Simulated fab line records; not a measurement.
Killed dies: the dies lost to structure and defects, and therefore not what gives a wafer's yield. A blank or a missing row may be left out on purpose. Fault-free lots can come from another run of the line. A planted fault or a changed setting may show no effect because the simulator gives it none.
fab line records -- flow nandHarc
record lots=6, wafers=17, lastDay=25
route steps=1159 shown A_M1@1028 END@1159
lots untouched by any fault: they come from a run of this same line in which no faults occurred
startH: hours from the record's first day to the start of the lot's first wafer shown -- waitH: hours elapsed since this lot's preceding step -- " repeats the value in the row above -- L1.1+2: several wafers, shown together as one row -- - no value, or no start was given -- * or withheld: withheld -- < > ~ a bound
route shown NAME@n: NAME is a module with steps in the file, n the number in the route of the first one -- usual: the fault-free wafers' mean and standard deviation -- same: alike in all rows -- chamber/n: place in a boat -- sites: the reading at each site -- _std_site: the standard deviation of these -- _edge_site: the outer-site mean with the inner-site mean subtracted -- radiusMm: how far each site lies from the wafer's centre -- mask NAME#n: copy n -- behind: the last tool/chamber to shape the wafer -- hold: why the lot was held/for how many hours/how that ended -- device: the n, p or np transistor that did not switch -- end of line: the tests these same wafers got at the end of their route -- a step with no rows: only its recipe -- killed: dies that structure and defects cost at the first sort, which is not the same as the wafer's yield -- map: dies across one wafer; x = killed, . = not, _ = none there
set.NAME: the setting as run; set.NAME@STEP: as run at that earlier step -- model.NAME: the simulator's own value behind a step, which no gauge read
lots at selected steps of the route; one table per step, one row per wafer
services: the hour from which a tool's chamber was out of use, counted from the record's first day as startH (under 0 if before that day), plus the number of hours and why
## steps
# step NHARC_A_M1_HMDS_02
# recipe timeS=30
# step NHARC_A_M1_COAT_34
# recipe tempC=200, timeS=65
# step NHARC_A_M1_COAT_03
# recipe spinRpm=1500, resistThkNm=90
# step NHARC_A_M1_SOFTBAKE_04
# recipe tempC=105, timeS=55
# step NHARC_A_M1_EBR_05
# step NHARC_A_M1_EXPOSE_06
# recipe na=1.35, targetCdNm=120, doseMj=75.13, maskId=A_M1
# step NHARC_A_M1_PEB_07
# recipe pebTempC=100, pebTimeS=65
# step NHARC_A_M1_DEVELOP_08
# recipe developTimeS=35, devTempC=23
# step NHARC_A_M1_CD_MEAS_09
# recipe targetCdNm=120, landingEnergyEv=500
# usual cdNm=120.0/0.58
lot.wafer,tool,chamber,startH,waitH,cdNm
L289.1,cdSem-01,0,446.00,-,119.6
L289.4,cdSem-01,0,446.00,-,119.6
L289.5,cdSem-01,0,446.00,-,119.4
L291.2,cdSem-01,0,452.80,-,119.2
L291.3,cdSem-01,0,452.80,-,120.3
L291.5,cdSem-01,0,452.80,-,120.2
L294.2,cdSem-02,0,470.59,-,120.5
L294.3,cdSem-02,0,470.59,-,120.1
L298.1,cdSem-02,0,514.85,-,119.0
L298.3,cdSem-02,0,514.85,-,120.2
L298.5,cdSem-02,0,514.85,-,119.7
L304.1,cdSem-02,0,533.58,-,119.5
L304.2,cdSem-02,0,533.58,-,119.4
L304.5,cdSem-02,0,533.58,-,119.1
L303.1,cdSem-02,0,545.57,-,120.4
L303.2,cdSem-02,0,545.57,-,120.1
L303.6,cdSem-02,0,545.57,-,119.9
# step NHARC_A_M1_OVL_MEAS_10
# recipe pitchNm=240
# usual overlayXNm=0.1/0.96, overlayYNm=-0.3/0.85
lot.wafer,tool,chamber,startH,waitH,overlayXNm,overlayYNm
L289.1,overlay-01,-,446.08,-,-0.7,0.3
L289.4,overlay-01,-,446.08,-,-0.4,0.2
L289.5,overlay-01,-,446.08,-,-0.6,0.2
L291.2,overlay-01,-,452.88,-,-0.3,1.4
L291.3,overlay-01,-,452.88,-,-0.6,1.4
L291.5,overlay-01,-,452.88,-,0.1,0.8
L294.2,overlay-02,-,470.67,-,1.5,0.6
L294.3,overlay-02,-,470.67,-,1.2,0.2
L298.1,overlay-02,-,514.94,-,-0.8,-1.0
L298.3,overlay-02,-,514.94,-,-0.4,-0.7
L298.5,overlay-02,-,514.94,-,-0.3,-0.3
L304.1,overlay-02,-,533.68,-,-1.4,-0.5
L304.2,overlay-02,-,533.68,-,-1.8,-0.5
L304.5,overlay-02,-,533.68,-,-1.3,-0.8
L303.1,overlay-02,-,545.66,-,-0.6,-0.9
L303.2,overlay-02,-,545.66,-,-0.5,-1.5
L303.6,overlay-02,-,545.66,-,-0.3,-1.4
# step NHARC_A_M1_INSPECT_11
# usual rawDefectCount=30/14
lot.wafer,tool,chamber,startH,waitH,rawDefectCount
L289.1,defectInspect-01,-,446.12,0.0,44
L289.4,defectInspect-01,-,446.12,0.0,47
L289.5,defectInspect-01,-,446.12,0.0,40
L291.2,defectInspect-02,-,452.92,0.0,35
L291.3,defectInspect-02,-,452.92,0.0,38
L291.5,defectInspect-02,-,452.92,0.0,36
L294.2,defectInspect-02,-,470.71,0.0,36
L294.3,defectInspect-02,-,470.71,0.0,34
L298.1,defectInspect-01,-,514.97,0.0,53
L298.3,defectInspect-01,-,514.97,0.0,43
L298.5,defectInspect-01,-,514.97,0.0,57
L304.1,defectInspect-02,-,533.71,0.0,34
L304.2,defectInspect-02,-,533.71,0.0,35
L304.5,defectInspect-02,-,533.71,0.0,34
L303.1,defectInspect-02,-,545.70,0.0,50
L303.2,defectInspect-02,-,545.70,0.0,45
L303.6,defectInspect-02,-,545.70,0.0,43
# step NHARC_A_M1_DESCUM_14
# recipe timeS=3, o2FlowSccm=200, arFlowSccm=0, biasPowerW=0, chemistry=O2
# usual drypumpMotorCurrentA=6.01/0.3, oesProductAu=0.999/0.0072, rfVppV=58.0/0.85, showerheadPlenumPTorr=1.94/0.064, throttleValvePct=11.313/0.009
lot.wafer,tool,chamber,startH,waitH,drypumpMotorCurrentA,oesProductAu,rfHoursCounterH,rfVppV,showerheadPlenumPTorr,throttleValvePct
L289.4,rieDiel-11,0,446.18,0.1,6.10,1.001,5,58.7,1.89,11.312
L289.1,rieDiel-11,2,446.18,0.1,5.89,1.003,5,57.8,2.01,11.312
L289.5,rieDiel-11,0,446.18,0.1,6.06,1.009,-,59.1,1.89,11.343
L291.2,rieDiel-03,3,452.98,0.1,6.04,1.007,5,58.0,2.05,11.312
L291.3,rieDiel-03,1,452.98,0.1,6.13,1.001,3,57.2,1.95,11.312
L291.5,rieDiel-03,3,452.98,0.1,6.03,0.995,-,58.8,2.05,11.300
L294.3,rieDiel-03,1,470.78,0.1,6.16,0.999,4,57.8,1.95,11.311
L294.2,rieDiel-03,3,470.78,0.1,6.04,0.991,5,59.1,2.05,11.317
L298.1,rieDiel-03,3,515.03,0.1,6.05,0.991,8,58.8,2.05,11.307
L298.3,rieDiel-03,2,515.03,0.1,6.01,0.992,6,59.4,1.95,11.324
L298.5,rieDiel-03,3,515.03,0.1,6.05,1.005,-,58.6,2.05,11.311
L304.1,rieDiel-11,2,533.77,0.1,5.93,0.993,14,59.1,2.01,11.305
L304.2,rieDiel-11,1,533.77,0.1,6.21,0.992,14,58.1,1.83,11.312
L304.5,rieDiel-11,3,533.77,0.1,6.07,0.989,-,58.8,1.97,11.306
L303.1,rieDiel-02,0,545.76,0.1,5.74,0.988,1,57.1,1.89,11.316
L303.2,rieDiel-02,1,545.76,0.1,6.16,1.003,1,59.5,1.98,11.309
L303.6,rieDiel-02,1,545.76,0.1,6.13,0.987,-,57.3,1.98,11.316
# step NHARC_A_M1_ETCH_35
# recipe targetDepthA=400, overetchA=120, timeS=43.94, ionEnergyEv=200, n2FlowSccm=150, h2FlowSccm=150, arFlowSccm=0, rfW=400, biasW=150, chemistry=N2/H2
# usual biasW=150.0/0.44, drypumpMotorCurrentA=6.01/0.3, h2FlowSccm=149.9/0.41, n2FlowSccm=150.0/0.43, oesProductAu=1.001/0.0064, rfVppV=431.4/2.1, showerheadPlenumPTorr=2.07/0.07, throttleValvePct=14.172/0.009
lot.wafer,tool,chamber,startH,waitH,biasW,drypumpMotorCurrentA,h2FlowSccm,n2FlowSccm,oesProductAu,rfHoursCounterH,rfVppV,showerheadPlenumPTorr,throttleValvePct
L289.1,rieDiel-11,2,446.27,0.1,149.9,5.82,150.4,149.5,0.997,5,433.5,2.15,14.175
L289.4,rieDiel-11,0,446.27,0.1,150.4,6.08,149.6,149.5,1.006,5,430.7,2.01,14.169
L289.5,rieDiel-11,1,446.27,0.1,149.5,6.26,150.6,150.4,1.001,-,428.4,1.95,14.182
L291.3,rieDiel-03,1,453.07,0.1,149.8,6.16,150.1,149.8,1.001,3,431.4,2.08,14.172
L291.2,rieDiel-03,2,453.07,0.1,149.7,6.06,149.7,149.9,0.999,3,431.2,2.08,14.176
L291.5,rieDiel-03,2,453.07,0.1,150.1,6.06,149.8,149.5,1.006,-,432.1,2.08,14.176
L294.2,rieDiel-03,3,470.86,0.1,150.3,6.05,150.8,149.6,0.861,5,435.6,2.19,14.174
L294.3,rieDiel-03,1,470.86,0.1,149.7,6.16,149.9,150.1,0.993,4,431.4,2.08,14.170
L298.3,rieDiel-03,2,515.13,0.1,151.0,6.05,150.1,150.3,0.996,6,430.6,2.08,14.178
L298.1,rieDiel-03,3,515.13,0.1,149.6,6.03,149.5,151.0,0.862,8,434.0,2.19,14.174
L298.5,rieDiel-03,1,515.13,0.1,150.9,6.15,149.3,151.0,1.008,-,431.7,2.08,14.174
L304.1,rieDiel-11,2,533.86,0.1,150.0,5.90,150.2,150.4,0.993,14,434.5,2.15,14.175
L304.2,rieDiel-11,1,533.86,0.1,149.6,6.24,150.2,150.2,0.990,14,426.5,1.95,14.173
L304.5,rieDiel-11,2,533.86,0.1,149.9,5.88,150.8,150.2,0.996,-,435.0,2.15,14.162
L303.2,rieDiel-02,1,545.85,0.1,149.9,6.15,150.0,150.4,1.003,1,434.4,2.11,14.166
L303.1,rieDiel-02,2,545.85,0.1,150.0,5.53,150.3,150.3,1.002,1,434.4,2.11,14.165
L303.6,rieDiel-02,1,545.85,0.1,149.7,6.12,149.8,150.2,1.002,-,432.1,2.11,14.162
# step NHARC_A_M1_ETCH_15
# recipe targetDepthA=1825, timeS=91.2, c4f8FlowSccm=withheld, arFlowSccm=400, rfW=600, biasW=300, chemistry=C4F8/Ar
# usual biasW=300.0/0.95, oesProductAu=0.959/0.018, rfVppV=441.6/2.1
lot.wafer,tool,chamber,startH,waitH,biasW,oesProductAu,rfHoursCounterH,rfVppV
L289.1,rieDiel-11,2,-,-,298.8,0.973,5,443.2
L289.4,rieDiel-11,0,-,-,300.2,0.962,5,439.5
L289.5,rieDiel-11,3,-,-,299.6,0.976,-,442.1
L291.2,rieDiel-03,2,-,-,299.2,0.960,3,442.4
L291.3,rieDiel-03,3,-,-,299.5,0.944,5,444.9
L291.5,rieDiel-03,2,-,-,300.0,0.971,-,442.3
L294.3,rieDiel-03,2,-,-,300.8,0.976,4,442.8
L294.2,rieDiel-03,1,-,-,300.7,0.967,4,442.6
L298.3,rieDiel-03,1,-,-,300.2,0.931,7,441.8
L298.1,rieDiel-03,3,-,-,301.5,0.918,8,444.4
L298.5,rieDiel-03,1,-,-,299.6,0.928,-,440.7
L304.2,rieDiel-11,3,-,-,299.8,0.946,14,442.3
L304.1,rieDiel-11,0,-,-,299.0,0.976,13,439.9
L304.5,rieDiel-11,3,-,-,299.6,0.956,-,442.3
L303.1,rieDiel-02,2,-,-,300.1,0.950,1,442.7
L303.2,rieDiel-02,0,-,-,300.4,0.934,1,440.1
L303.6,rieDiel-02,1,-,-,299.9,0.944,-,440.8
# step NHARC_END_SORT_01
# recipe tempC=25
# usual defectLimitedYield=95.6/1.7, killedAtArray=27/11, killedAtOther=0.7/0.93, killedAtPeriphery=2.9/1.9, killedDies=30/11, killedOpen=3.1/1.7, killedShort=1.9/1.3, sort_bin_2_pct=1.4/0.68, sort_bin_3_pct=0.28/0.25, sort_bin_4_pct=2.8/1.1, sortNPass=647/11, sortRimYieldPct=95.4/2.7, sortYieldPct=95.6/1.7
# same grossDies=677, sort_bin_5_pct[%]=0, sort_bin_6_pct[%]=0, sort_bin_7_pct[%]=0, sort_bin_8_pct[%]=0, sortRimNGross=106.00
lot.wafer,tool,chamber,startH,waitH,defectLimitedYield[%],killedAtArray,killedAtOther,killedAtPeriphery,killedDies,killedOpen,killedShort,sort_bin_2_pct[%],sort_bin_3_pct[%],sort_bin_4_pct[%],sortNPass,sortRimYieldPct[%],sortYieldPct[%]
L289.1,prober-01,0,482.21,2.5,94.1,36,0,4,40,5,2,1.8,0,4.1,637,94.3,94.1
L289.4,prober-01,0,484.64,3.4,93.2,46,0,0,46,1,4,1.8,0.74,4.3,631,96.2,93.2
L289.5,prober-01,0,485.45,3.7,94.8,33,0,2,35,4,0,1.8,0,3.4,642,94.3,94.8
L291.2,prober-01,0,490.84,2.8,95.1,31,1,1,33,3,1,1.5,0.30,3.1,644,97.2,95.1
L291.3,prober-01,0,491.64,3.1,94.7,30,4,2,36,2,2,1.6,0.30,3.4,641,95.3,94.7
L291.5,prober-01,0,493.24,3.7,95.0,33,0,1,34,4,2,2.1,0,3.0,643,94.3,95.0
L298.1,prober-02,0,549.70,2.5,92.6,48,0,2,50,8,2,2.8,0.30,4.3,627,96.2,92.6
L298.3,prober-02,0,551.28,3.1,93.4,41,2,2,45,4,4,2.2,0.44,4.0,632,91.5,93.4
L298.5,prober-02,0,552.86,3.7,94.8,33,0,2,35,4,2,2.8,0.30,2.1,642,89.6,94.8
L304.1,prober-02,0,575.31,2.5,94.8,28,0,7,35,6,3,1.3,0.30,3.5,642,92.5,94.8
L304.2,prober-02,0,576.10,2.8,94.5,30,0,7,37,5,1,1.8,0.59,3.1,640,96.2,94.5
L304.5,prober-02,0,578.48,3.7,95.7,26,0,3,29,2,0,1.2,0.89,2.2,648,100.0,95.7
L303.1,prober-02,0,598.03,2.5,95.3,31,0,1,32,4,1,1.2,0.59,3.0,645,91.5,95.3
L303.2,prober-02,0,598.82,2.8,93.8,38,0,4,42,2,3,1.5,0,4.7,635,95.3,93.8
L303.6,prober-02,0,601.98,3.9,93.9,38,0,3,41,3,1,2.2,0,3.8,636,96.2,93.9
# killed by level:class
L289.1 A_CHANNEL_HOLE_D1:chamberFilmFlake=11 A_SLIT:chamberFilmFlake=11 A_STAIRCASE:chamberFilmFlake=7 A_CONTACT:chamberFilmFlake=2 P_GATE:geometricParticle:open=1 P_CONTACT:geometricParticle:open=1 P_M0:geometricParticle:open=1 A_CHANNEL_FILL_D1:geometricParticle:open=1
L289.4 A_SLIT:chamberFilmFlake=16 A_CHANNEL_HOLE_D1:chamberFilmFlake=14 A_STAIRCASE:chamberFilmFlake=8 A_ONON_D1:geometricParticle:short=2 A_CHANNEL_FILL_D1:geometricParticle:short=2 A_CONTACT:chamberFilmFlake=2 A_CHANNEL_FILL_D1:geometricParticle:open=1 A_ZERO_WELL:chamberFilmFlake=1
L289.5 A_SLIT:chamberFilmFlake=13 A_CHANNEL_HOLE_D1:chamberFilmFlake=11 A_CONTACT:chamberFilmFlake=3 P_CONTACT:geometricParticle:open=2 A_STAIRCASE:chamberFilmFlake=2 A_WL_FILL:geometricParticle:open=1 A_CONTACT:geometricParticle:open=1 A_ZERO_WELL:chamberFilmFlake=1
L291.2 A_CHANNEL_HOLE_D1:chamberFilmFlake=17 A_STAIRCASE:chamberFilmFlake=8 A_CONTACT:chamberFilmFlake=2 P_M0:geometricParticle:open=1 A_CHANNEL_HOLE_D1:geometricParticle:open=1 A_CONTACT:geometricParticle:open=1 A_CONTACT:geometricParticle:short=1 A_BLC:chamberFilmFlake=1
L291.3 A_CHANNEL_HOLE_D1:chamberFilmFlake=15 A_STAIRCASE:chamberFilmFlake=10 A_CONTACT:chamberFilmFlake=3 THIN_TSV:chamberFilmFlake=2 HYBRID_BOND:latent=2 P_CONTACT:geometricParticle:short=1 P_M1:geometricParticle:short=1 A_CONTACT:geometricParticle:open=1
L291.5 A_CHANNEL_HOLE_D1:chamberFilmFlake=16 A_STAIRCASE:chamberFilmFlake=9 A_CONTACT:geometricParticle:open=2 P_CONTACT:geometricParticle:open=1 A_SGD_CUT:geometricParticle:short=1 A_CONTACT:geometricParticle:short=1 A_M0:geometricParticle:open=1 A_WL_FILL:chamberFilmFlake=1
L298.1 A_CHANNEL_HOLE_D1:chamberFilmFlake=25 A_SLIT:chamberFilmFlake=14 A_CONTACT:geometricParticle:open=3 P_STI:geometricParticle:open=1 P_GATE:geometricParticle:open=1 A_SOURCE_PLATE:geometricParticle:open=1 A_ONON_D1:geometricParticle:short=1 A_CHANNEL_HOLE_D1:geometricParticle:open=1
L298.3 A_CHANNEL_HOLE_D1:chamberFilmFlake=20 A_SLIT:chamberFilmFlake=14 A_CHANNEL_FILL_D1:geometricParticle:short=3 THIN_TSV:chamberFilmFlake=2 P_M1:geometricParticle:open=1 A_ONON_D1:geometricParticle:open=1 A_CHANNEL_HOLE_D1:geometricParticle:open=1 A_SGD_CUT:geometricParticle:short=1
L298.5 A_CHANNEL_HOLE_D1:chamberFilmFlake=17 A_SLIT:chamberFilmFlake=11 P_M0:geometricParticle:open=1 A_SOURCE_PLATE:geometricParticle:short=1 A_CHANNEL_FILL_D1:geometricParticle:short=1 A_CHANNEL_FILL_D1:geometricParticle:open=1 A_CONTACT:geometricParticle:open=1 A_BLC:geometricParticle:open=1
L304.1 A_SLIT:chamberFilmFlake=14 A_CHANNEL_HOLE_D1:chamberFilmFlake=5 P_GATE:chamberFilmFlake=3 A_CONTACT:chamberFilmFlake=3 A_WL_FILL:geometricParticle:open=2 P_CONTACT:geometricParticle:open=1 P_M0:geometricParticle:open=1 P_M1:geometricParticle:short=1
L304.2 A_SLIT:chamberFilmFlake=17 A_CHANNEL_HOLE_D1:chamberFilmFlake=6 P_GATE:chamberFilmFlake=4 A_CONTACT:chamberFilmFlake=3 P_M1:geometricParticle:open=2 A_BLC:geometricParticle:open=2 P_STI:geometricParticle:open=1 A_WL_FILL:geometricParticle:short=1
L304.5 A_SLIT:chamberFilmFlake=13 A_CHANNEL_HOLE_D1:chamberFilmFlake=5 A_BLC:geometricParticle:open=2 P_GATE:chamberFilmFlake=2 A_CHANNEL_FILL_D1:chamberFilmFlake=2 A_CONTACT:chamberFilmFlake=2 P_STI:chamberFilmFlake=1 A_ZERO_WELL:chamberFilmFlake=1
L303.1 A_SLIT:chamberFilmFlake=13 A_CHANNEL_HOLE_D1:chamberFilmFlake=7 A_M0:chamberFilmFlake=4 A_CONTACT:geometricParticle:open=2 A_ZERO_WELL:chamberFilmFlake=2 P_CONTACT:geometricParticle:open=1 A_ONON_D1:geometricParticle:open=1 A_ONON_D1:geometricParticle:short=1
L303.2 A_SLIT:chamberFilmFlake=18 A_CONTACT:chamberFilmFlake=8 A_CHANNEL_HOLE_D1:chamberFilmFlake=4 A_STAIRCASE:chamberFilmFlake=3 P_GATE:chamberFilmFlake=2 A_M0:chamberFilmFlake=2 P_M0:geometricParticle:open=1 P_M0:geometricParticle:short=1
L303.6 A_SLIT:chamberFilmFlake=14 A_CHANNEL_HOLE_D1:chamberFilmFlake=9 A_M0:chamberFilmFlake=6 A_CONTACT:chamberFilmFlake=4 P_GATE:chamberFilmFlake=2 P_M0:geometricParticle:open=1 A_CHANNEL_FILL_D1:geometricParticle:open=1 A_CHANNEL_FILL_D1:geometricParticle:short=1
## services
tool,chamber,startH,hours,kind
rieDiel-03,0,425.80,-,clean
rieDiel-03,1,425.80,-,clean
rieDiel-03,2,425.80,-,clean
rieDiel-03,3,425.80,-,clean
rieDiel-03,0,450.30,-,clean
rieDiel-03,1,450.30,-,clean
rieDiel-03,2,450.30,-,clean
rieDiel-03,3,450.30,-,clean
rieDiel-11,2,474.17,2.4,repair
rieDiel-03,0,474.80,-,clean
rieDiel-03,1,474.80,-,clean
rieDiel-03,2,474.80,-,clean
rieDiel-03,3,474.80,-,clean
rieDiel-11,1,494.93,3.2,repair
rieDiel-03,0,499.30,-,clean
rieDiel-03,1,499.30,-,clean
rieDiel-03,2,499.30,-,clean
rieDiel-03,3,499.30,-,clean
rieDiel-02,-,504.70,9.0,pm
rieDiel-11,-,511.81,0.2,repair
rieDiel-03,2,516.17,1.5,repair
rieDiel-02,2,529.06,3.7,repair
rieDiel-11,1,539.57,2.2,repair
rieDiel-11,-,543.74,9.0,pm
## key
firstSign step=NHARC_A_M1_ETCH_35, reading=oesProductAu, direction=down, sigmas=22, usual=1.001, struck=0.861
effect none on later readings
metAt NHARC_A_M1_ETCH_35
struckWafers L294.2,L298.1
sortLeftOut L294.2
onsetBetween 453.07 470.86
fault kind=processParameterDrift, tool=rieDiel-03, chamber=-, onsetH=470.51, steps=NHARC_A_M1_ETCH_35, channel=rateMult, offset=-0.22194, shape=step, endH=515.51, scope=struckWafersOnly
# sortLeftOut: the simulated sort isn't trusted on such a fault, so these wafers' sort isn't shown, and their yield isn't known
